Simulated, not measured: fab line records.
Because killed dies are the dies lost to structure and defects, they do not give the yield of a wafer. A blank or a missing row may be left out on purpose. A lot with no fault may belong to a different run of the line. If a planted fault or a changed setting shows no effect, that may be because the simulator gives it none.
fab line records	flow nandHarc
record lots=12	wafers=36	lastDay=33
route steps=1302 shown P_ZERO_WELL@31 P_STI@84 END@1302
lots untouched by any fault: they come from a run of this same line in which no faults occurred
startH: hours from the record's opening day to when the first of the lot's shown wafers began	waitH: hours since the lot's step before	" same as the row above	L1.1+2: several wafers, shown together as one row	- no value, or no start was given	* or withheld: withheld	< > ~ a bound
route shown NAME@n: NAME is a module with steps in the file, n the number in the route of the first one	usual: average and standard deviation across the fault-free wafers	same: alike in all rows	chamber/n: place in a boat	sites: per-site readings	_std_site: standard deviation of those values	_edge_site: outer sites' mean less inner sites'	radiusMm: how far each site lies from the wafer's centre	mask NAME#n: copy n	behind: tool/chamber where the wafer was last shaped	hold: why the lot went on hold/how many hours it stayed there/how the hold came to an end	device: names the non-switching transistor (n, p or np)	end of line: at the end of the route, the tests of the same wafers	for a step that has no rows: nothing shown but its recipe	killed: count of dies lost to structure and defects at first sort (not the wafer's yield)	map: dies across one wafer; x = killed, . = not, _ = none there
set.NAME: the setting the step ran with; set.NAME@STEP: the setting that earlier step ran with	model.NAME: the simulator's own value behind a step, which no gauge read
route steps across a sampled set of lots; one table per step, one row per wafer
services: a tool's chamber out of use, with start hour (startH, from the record's first day; less than 0 if before it), hours out, and reason
## steps
# step NHARC_P_ZERO_WELL_DESCUM_26
# recipe timeS=3	o2FlowSccm=200	arFlowSccm=0	biasPowerW=0	chemistry=O2
# usual chamberPressureMTorr=60.00/0.055	drypumpMotorCurrentA=5.6/0.38	oesProductAu=0.998/0.0088	rfVppV=57.9/0.95	showerheadPlenumPTorr=1.92/0.081	throttleValvePct=11.311/0.0094
lot.wafer	tool	chamber	startH	waitH	chamberPressureMTorr	drypumpMotorCurrentA	oesProductAu	rfHoursCounterH	rfVppV	showerheadPlenumPTorr	throttleValvePct
L290.1	rieDiel-04	0	33.31	-	59.98	5.4	0.996	9	57.9	1.92	11.297
L290.3	"	3	"	"	59.91	6.3	1.006	6	57.4	1.79	11.304
L290.6	"	0	"	"	59.99	5.4	0.984	-	58.1	1.91	11.295
L291.4	rieDiel-09	2	43.04	-	60.06	5.5	1.010	21	58.1	1.88	11.314
L291.1	"	0	"	"	60.00	5.2	1.001	18	57.2	1.92	11.286
L291.5	"	1	"	"	60.00	5.4	1.018	-	57.8	2.03	11.314
L294.4	rieDiel-04	1	72.83	-	59.99	5.8	0.997	26	58.2	1.99	11.318
L294.1	"	3	"	"	60.13	6.3	1.011	23	58.9	1.79	11.299
L294.6	"	2	"	"	60.04	5.4	1.001	-	58.3	1.98	11.305
L298.4	rieDiel-01	0	112.64	-	60.05	5.9	0.988	24	57.0	1.81	11.293
L298.3	"	1	"	"	59.97	5.2	1.005	27	56.7	1.82	11.313
L298.6	"	3	"	"	60.06	6.6	0.996	-	58.4	1.84	11.304
L302.1	rieDiel-09	0	152.82	-	59.97	5.2	0.993	0	58.8	1.91	11.307
L302.2	"	1	"	"	60.07	5.4	1.006	0	58.0	2.02	11.311
L302.6	"	2	"	"	59.98	5.6	1.004	-	57.3	1.87	11.332
L303.1	rieDiel-04	1	162.91	-	59.96	5.8	0.997	54	57.9	1.98	11.305
L303.4	"	2	"	"	60.05	5.4	0.997	-	57.1	1.97	11.315
L303.5	"	0	"	"	59.99	5.4	0.992	-	59.5	1.90	11.323
L304.2	rieDiel-09	0	172.74	-	60.07	5.2	0.987	7	57.8	1.91	11.325
L304.1	"	1	"	"	59.96	5.4	0.991	7	59.3	2.02	11.307
L304.6	"	0	"	"	60.07	5.2	0.982	-	59.0	1.91	11.311
L307.2	rieDiel-01	3	202.63	-	59.96	6.5	1.002	54	56.7	1.83	11.310
L307.4	"	0	"	"	59.85	5.8	1.005	57	55.7	1.80	11.320
L307.6	"	3	"	"	60.11	6.6	0.996	-	57.6	1.83	11.297
L308.2	rieDiel-04	3	213.46	-	59.93	6.3	0.984	7	57.9	1.78	11.322
L308.1	"	0	"	"	60.03	5.4	1.004	8	56.7	1.90	11.326
L308.5	"	2	"	"	59.97	5.4	0.981	-	58.5	1.96	11.305
L310.4	rieDiel-04	1	232.78	-	59.98	5.8	0.992	15	58.2	1.97	11.303
L310.2	"	3	"	"	59.98	6.3	0.997	14	57.5	1.77	11.308
L310.5	"	0	"	"	59.98	5.4	1.014	-	58.0	1.89	11.315
L311.4	rieDiel-04	3	242.66	-	60.02	6.3	0.996	17	57.4	1.77	11.309
L311.2	"	1	"	"	59.97	5.8	0.991	17	59.2	1.97	11.299
L311.6	"	2	"	"	60.09	5.4	0.987	-	58.9	1.96	11.312
L312.2	rieDiel-09	0	252.68	-	59.90	5.2	0.995	32	57.5	1.90	11.290
L312.4	"	2	"	"	60.00	5.5	1.004	32	56.6	1.86	11.315
L312.6	"	0	"	"	60.01	5.2	1.000	-	57.0	1.90	11.316
# step NHARC_P_ZERO_WELL_EXPOSE_49
# recipe na=0.6	targetCdNm=2000	doseMj=22.64	maskId=P_HVPW
# usual exposureDoseMJCm2=22.645/0.022	focusOffsetNm=0.0/0.51	stageVelMmS=500.01/0.25
lot.wafer	tool	chamber	startH	waitH	mask	exposureDoseMJCm2	focusOffsetNm	stageVelMmS
L290.1	krfScanner-02	0	36.18	-	P_HVPW#0	22.640	0.2	500.04
L290.3	"	0	"	"	P_HVPW#0	22.629	0.1	500.09
L290.6	"	0	"	"	P_HVPW#0	22.642	0.4	499.85
L291.1	krfScanner-04	0	45.86	-	P_HVPW_R1#0	22.629	-1.3	499.77
L291.4	"	0	"	"	P_HVPW_R1#0	22.653	-0.1	499.81
L291.5	"	0	"	"	P_HVPW_R1#0	22.633	-0.3	499.65
L294.1	krfScanner-04	0	75.66	-	P_HVPW#0	22.654	1.0	500.41
L294.4	"	0	"	"	P_HVPW#0	22.635	-0.2	499.98
L294.6	"	0	"	"	P_HVPW#0	22.649	0.2	500.15
L298.3	krfScanner-01	0	115.47	-	P_HVPW#0	22.644	0.6	500.24
L298.4	"	0	"	"	P_HVPW#0	22.620	1.1	500.24
L298.6	"	0	"	"	P_HVPW#0	22.636	0.5	500.39
L302.1	krfScanner-01	0	155.63	-	P_HVPW#0	22.619	0.9	499.82
L302.2	"	0	"	"	P_HVPW#0	22.676	-0.2	500.02
L302.6	"	0	"	"	P_HVPW#0	22.670	0.3	499.75
L303.1	krfScanner-02	0	165.83	-	P_HVPW#0	22.644	-0.4	499.98
L303.4	"	0	"	"	P_HVPW#0	22.672	-0.3	500.20
L303.5	"	0	"	"	P_HVPW#0	22.666	-0.5	499.92
L304.1	krfScanner-02	0	175.57	-	P_HVPW#0	22.655	0.1	499.71
L304.2	"	0	"	"	P_HVPW#0	22.654	0.6	499.81
L304.6	"	0	"	"	P_HVPW#0	22.695	0.6	499.92
L307.2	krfScanner-02	0	205.46	-	P_HVPW#0	22.597	0.0	499.87
L307.4	"	0	"	"	P_HVPW#0	22.688	0.4	500.27
L307.6	"	0	"	"	P_HVPW#0	22.611	-0.5	500.22
L308.1	krfScanner-01	0	216.30	-	P_HVPW#0	22.674	-0.5	499.96
L308.2	"	0	"	"	P_HVPW#0	22.648	0.0	499.69
L308.5	"	0	"	"	P_HVPW#0	22.660	0.3	499.94
L310.2	krfScanner-04	0	235.63	-	P_HVPW#0	22.633	-0.1	500.13
L310.4	"	0	"	"	P_HVPW#0	22.631	-0.4	500.04
L310.5	"	0	"	"	P_HVPW#0	22.639	-0.1	500.38
L311.2	krfScanner-04	0	245.49	-	P_HVPW#0	22.616	0.1	500.32
L311.4	"	0	"	"	P_HVPW#0	22.653	-0.2	499.83
L311.6	"	0	"	"	P_HVPW#0	22.638	0.0	500.01
L312.2	krfScanner-02	0	255.64	-	P_HVPW#0	22.645	0.8	499.84
L312.4	"	0	"	"	P_HVPW#0	22.642	-0.2	500.31
L312.6	"	0	"	"	P_HVPW#0	22.636	0.0	499.82
# step NHARC_P_ZERO_WELL_CD_MEAS_52
# recipe targetCdNm=2000	landingEnergyEv=500
# usual cdNm=1999.7/1.2
lot.wafer	tool	chamber	startH	waitH	cdNm
L290.1	cdSem-03	0	36.34	-	2000.0
L290.3	"	0	"	"	2001.0
L290.6	"	0	"	"	1999.9
L291.1	cdSem-03	0	46.02	-	1523.9
L291.4	"	0	"	"	1525.5
L291.5	"	0	"	"	1525.5
L294.1	cdSem-03	0	75.82	-	1999.5
L294.4	"	0	"	"	1998.1
L294.6	"	0	"	"	1998.8
L298.3	cdSem-02	0	115.62	-	2000.0
L298.4	"	0	"	"	1999.9
L298.6	"	0	"	"	1999.0
L302.1	cdSem-01	0	155.78	-	2000.4
L302.2	"	0	"	"	2000.6
L302.6	"	0	"	"	1999.2
L303.1	cdSem-02	0	165.98	-	1999.3
L303.4	"	0	"	"	2000.0
L303.5	"	0	"	"	2000.0
L304.1	cdSem-01	0	175.73	-	2001.9
L304.2	"	0	"	"	1997.8
L304.6	"	0	"	"	1997.9
L307.2	cdSem-02	0	205.62	-	2000.5
L307.4	"	0	"	"	2001.0
L307.6	"	0	"	"	2000.1
L308.1	cdSem-01	0	216.45	-	1999.8
L308.2	"	0	"	"	2000.2
L308.5	"	0	"	"	2000.2
L310.2	cdSem-02	0	235.78	-	1999.3
L310.4	"	0	"	"	1997.7
L310.5	"	0	"	"	1998.2
L311.2	cdSem-02	0	245.64	-	1997.7
L311.4	"	0	"	"	1996.7
L311.6	"	0	"	"	1997.4
L312.2	cdSem-02	0	255.79	-	1998.1
L312.4	"	0	"	"	1999.8
L312.6	"	0	"	"	1999.7
# step NHARC_P_ZERO_WELL_INSPECT_43
# usual rawDefectCount=14/6.9
lot.wafer	tool	chamber	startH	waitH	rawDefectCount
L290.1	defectInspect-01	-	38.14	0.6	8
L290.3	"	-	"	"	16
L290.6	"	-	"	"	18
L291.1	defectInspect-02	-	47.84	0.6	9
L291.4	"	-	"	"	23
L291.5	"	-	"	"	9
L294.1	defectInspect-02	-	77.65	0.6	13
L294.4	"	-	"	"	8
L294.6	"	-	"	"	14
L298.3	defectInspect-02	-	117.44	0.4	21
L298.4	"	-	"	"	26
L298.6	"	-	"	"	23
L302.1	defectInspect-01	-	157.62	0.6	25
L302.2	"	-	"	"	11
L302.6	"	-	"	"	14
L303.1	defectInspect-02	-	167.80	0.6	10
L303.4	"	-	"	"	13
L303.5	"	-	"	"	12
L304.1	defectInspect-02	-	177.54	0.6	4
L304.2	"	-	"	"	5
L304.6	"	-	"	"	11
L307.2	defectInspect-02	-	207.44	0.5	25
L307.4	"	-	"	"	11
L307.6	"	-	"	"	26
L308.1	defectInspect-02	-	218.27	0.6	7
L308.2	"	-	"	"	8
L308.5	"	-	"	"	9
L310.2	defectInspect-02	-	237.60	0.5	7
L310.4	"	-	"	"	13
L310.5	"	-	"	"	17
L311.2	defectInspect-01	-	247.46	0.5	11
L311.4	"	-	"	"	4
L311.6	"	-	"	"	7
L312.2	defectInspect-01	-	257.60	0.5	7
L312.4	"	-	"	"	8
L312.6	"	-	"	"	10
# step NHARC_P_STI_OVL_MEAS_10
# usual overlayXNm=0/5.2	overlayYNm=0/5.5
lot.wafer	tool	chamber	startH	waitH	overlayXNm	overlayYNm
L290.1	overlay-02	-	55.36	-	-3	5
L290.3	"	-	"	"	-3	5
L290.6	"	-	"	"	-3	5
L294.1	overlay-01	-	95.15	-	6	-1
L294.4	"	-	"	"	7	-1
L294.6	"	-	"	"	7	-1
L298.3	overlay-02	-	134.01	-	4	2
L298.4	"	-	"	"	4	2
L298.6	"	-	"	"	4	2
L302.1	overlay-01	-	173.75	-	-4	8
L302.2	"	-	"	"	-5	7
L302.6	"	-	"	"	-5	7
L303.1	overlay-01	-	183.09	-	-5	-5
L303.4	"	-	"	"	-5	-6
L303.5	"	-	"	"	-5	-6
L304.1	overlay-01	-	192.18	-	11	1
L304.2	"	-	"	"	10	1
L304.6	"	-	"	"	11	0
L307.2	overlay-02	-	223.19	-	-4	4
L307.4	"	-	"	"	-3	4
L307.6	"	-	"	"	-3	5
L308.1	overlay-01	-	234.29	-	-1	-3
L308.2	"	-	"	"	-2	-4
L308.5	"	-	"	"	-2	-4
L310.2	overlay-01	-	254.31	-	-5	-1
L310.4	"	-	"	"	-5	0
L310.5	"	-	"	"	-5	0
L311.2	overlay-02	-	265.41	-	1	2
L311.4	"	-	"	"	2	2
L311.6	"	-	"	"	1	2
L312.2	overlay-01	-	274.14	-	2	14
L312.4	"	-	"	"	2	13
L312.6	"	-	"	"	2	13
# step NHARC_END_SORT_01
# recipe tempC=25
# usual killedAtArray=56/20	killedAtOther=1/1.3	killedAtPeriphery=3.5/2.7	killedDies=60/20	killedOpen=3.3/1.6	killedShort=2.4/1.5
# same grossDies=677
lot.wafer	tool	chamber	startH	waitH	killedAtArray	killedAtOther	killedAtPeriphery	killedDies	killedOpen	killedShort
L291.1	prober-02	0	580.06	2.5	82	0	583	665	5	2
L291.4	prober-02	0	582.47	3.4	81	0	584	665	2	3
L291.5	prober-02	0	583.27	3.7	59	0	606	665	2	2
L294.1	prober-02	0	610.47	2.5	35	0	1	36	5	2
L294.4	prober-02	0	612.87	3.4	61	0	3	64	5	3
L294.6	prober-02	0	614.46	4.0	57	1	1	59	3	2
L304.1	prober-02	0	711.14	2.5	52	2	1	55	4	5
L304.2	prober-02	0	711.94	2.8	39	1	1	41	4	1
L304.6	prober-02	0	715.12	4.0	51	3	4	58	6	3
# killed by level:class
L291.1 P_ZERO_WELL:areaExpose=580 A_CHANNEL_HOLE_D2:chamberFilmFlake=34 A_SLIT:chamberFilmFlake=21 A_SGD_CUT:chamberFilmFlake=7 A_CHANNEL_HOLE_D1:chamberFilmFlake=5 A_STAIRCASE:chamberFilmFlake=5 A_DECK1_JOINT:geometricParticle:open=2 P_GATE:chamberFilmFlake=2
L291.4 P_ZERO_WELL:areaExpose=576 A_CHANNEL_HOLE_D2:chamberFilmFlake=37 A_SLIT:chamberFilmFlake=28 A_SGD_CUT:chamberFilmFlake=4 P_GATE:chamberFilmFlake=3 A_STAIRCASE:chamberFilmFlake=3 A_M0:geometricParticle:open=2 P_STI:chamberFilmFlake=2
L291.5 P_ZERO_WELL:areaExpose=598 A_SLIT:chamberFilmFlake=29 A_CHANNEL_HOLE_D2:chamberFilmFlake=16 A_CHANNEL_HOLE_D1:chamberFilmFlake=6 P_STI:chamberFilmFlake=4 P_ZERO_WELL:chamberFilmFlake=2 P_GATE:chamberFilmFlake=2 A_SGD_CUT:chamberFilmFlake=2
L294.1 A_CHANNEL_HOLE_D2:chamberFilmFlake=13 A_CHANNEL_HOLE_D1:chamberFilmFlake=10 A_CHANNEL_FILL_D1:chamberFilmFlake=3 A_DECK1_JOINT:chamberFilmFlake=2 P_CONTACT:geometricParticle:open=1 A_DECK1_JOINT:geometricParticle:open=1 A_DECK1_JOINT:geometricParticle:short=1 A_ONON_D2:geometricParticle:open=1
L294.4 A_CHANNEL_HOLE_D1:chamberFilmFlake=25 A_CHANNEL_HOLE_D2:chamberFilmFlake=23 A_CHANNEL_FILL_D1:chamberFilmFlake=3 A_DECK1_JOINT:geometricParticle:open=2 A_CONTACT:chamberFilmFlake=2 P_GATE:geometricParticle:open=1 A_ONON_D1:geometricParticle:short=1 A_DECK1_JOINT:geometricParticle:short=1
L294.6 A_CHANNEL_HOLE_D1:chamberFilmFlake=31 A_CHANNEL_HOLE_D2:chamberFilmFlake=19 A_CONTACT:chamberFilmFlake=3 P_CONTACT:geometricParticle:short=1 A_CHANNEL_HOLE_D1:geometricParticle:open=1 A_CHANNEL_FILL_D1:geometricParticle:short=1 A_CHANNEL_HOLE_D2:geometricParticle:open=1 STARTING-WAFER:geometricParticle:open=1
L304.1 A_CHANNEL_HOLE_D1:chamberFilmFlake=31 A_CONTACT:chamberFilmFlake=4 A_ONON_D1:geometricParticle:open=2 A_CHANNEL_FILL_D1:geometricParticle:short=2 A_DECK1_JOINT:chamberFilmFlake=2 A_CHANNEL_HOLE_D2:chamberFilmFlake=2 A_STAIRCASE:chamberFilmFlake=2 A_SLIT:chamberFilmFlake=2
L304.2 A_CHANNEL_HOLE_D1:chamberFilmFlake=18 A_CONTACT:chamberFilmFlake=5 A_STAIRCASE:chamberFilmFlake=4 A_SLIT:chamberFilmFlake=3 A_ONON_D1:geometricParticle:open=2 A_CHANNEL_HOLE_D2:chamberFilmFlake=2 A_CHANNEL_HOLE_D1:geometricParticle:open=1 A_WL_FILL:geometricParticle:short=1
L304.6 A_CHANNEL_HOLE_D1:chamberFilmFlake=33 A_CONTACT:chamberFilmFlake=5 P_CONTACT:geometricParticle:open=2 A_CHANNEL_FILL_D1:geometricParticle:open=2 A_STAIRCASE:chamberFilmFlake=2 A_SLIT:chamberFilmFlake=2 A_M1:chamberFilmFlake=2 THIN_TSV:chamberFilmFlake=2
## services
tool	chamber	startH	hours	kind
rieDiel-04	3	9.39	7.5	repair
krfScanner-04	-	10.00	4.0	pm
rieDiel-01	-	26.80	9.0	pm
rieDiel-09	3	28.56	5.8	repair
krfScanner-04	-	40.47	0.2	repair
krfScanner-02	-	40.80	0.5	repair
krfScanner-01	-	45.97	1.2	repair
krfScanner-04	-	90.34	0.5	repair
krfScanner-02	-	94.00	4.0	pm
rieDiel-09	0	104.88	7.9	repair
rieDiel-04	-	122.24	0.3	repair
rieDiel-09	0	122.34	22.7	repair
krfScanner-01	-	140.00	4.0	pm
rieDiel-09	-	143.18	9.0	pm
rieDiel-04	3	161.32	4.8	repair
rieDiel-04	-	177.97	9.0	pm
krfScanner-04	-	182.00	4.0	pm
rieDiel-01	-	203.80	9.0	pm
rieDiel-09	-	229.21	0.4	repair
rieDiel-01	-	241.30	0.4	repair
krfScanner-04	-	241.59	0.2	repair
krfScanner-04	-	244.75	0.4	repair
rieDiel-04	-	248.66	0.2	repair
rieDiel-01	2	252.71	5.5	repair
## key
firstSign step=NHARC_P_ZERO_WELL_EXPOSE_49	reading=mask	direction=changed
effect step=NHARC_P_ZERO_WELL_CD_MEAS_52	reading=cdNm	direction=down	sigmas=99+	usual=1999.7	struck=1525.0
effect step=NHARC_END_SORT_01	reading=killedAtPeriphery	direction=up	sigmas=99+	usual=3.5	struck=591
moreKillsBornAt NHARC_P_ZERO_WELL_EXPOSE_49@krfScanner-04=1754
metAt NHARC_P_ZERO_WELL_EXPOSE_49
struckLots L291
laterRowsLeftOut L291.1,L291.4,L291.5
testerLeftOut L291
notActingAt NHARC_P_ZERO_WELL_DESCUM_26,NHARC_P_ZERO_WELL_INSPECT_43,NHARC_P_STI_OVL_MEAS_10
fault kind=wrongMask	tool=any	chamber=-	onsetH=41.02	steps=NHARC_P_ZERO_WELL_EXPOSE_49	auxCopy=P_HVPW_R1#0	cdOffsetNm=-474.38	scope=struckLotsOnly
# testerLeftOut: of these lots the tester's yield and bins aren't shown, on N5 and GAA mostly nor the transistor test; their killed dies are dies lost to structure and defects alone, not to doping, threshold or leakage, so they don't give the yield
# laterRowsLeftOut: the simulator's readings of these wafers behind a module that went badly wrong aren't trusted and aren't shown, but for the sort
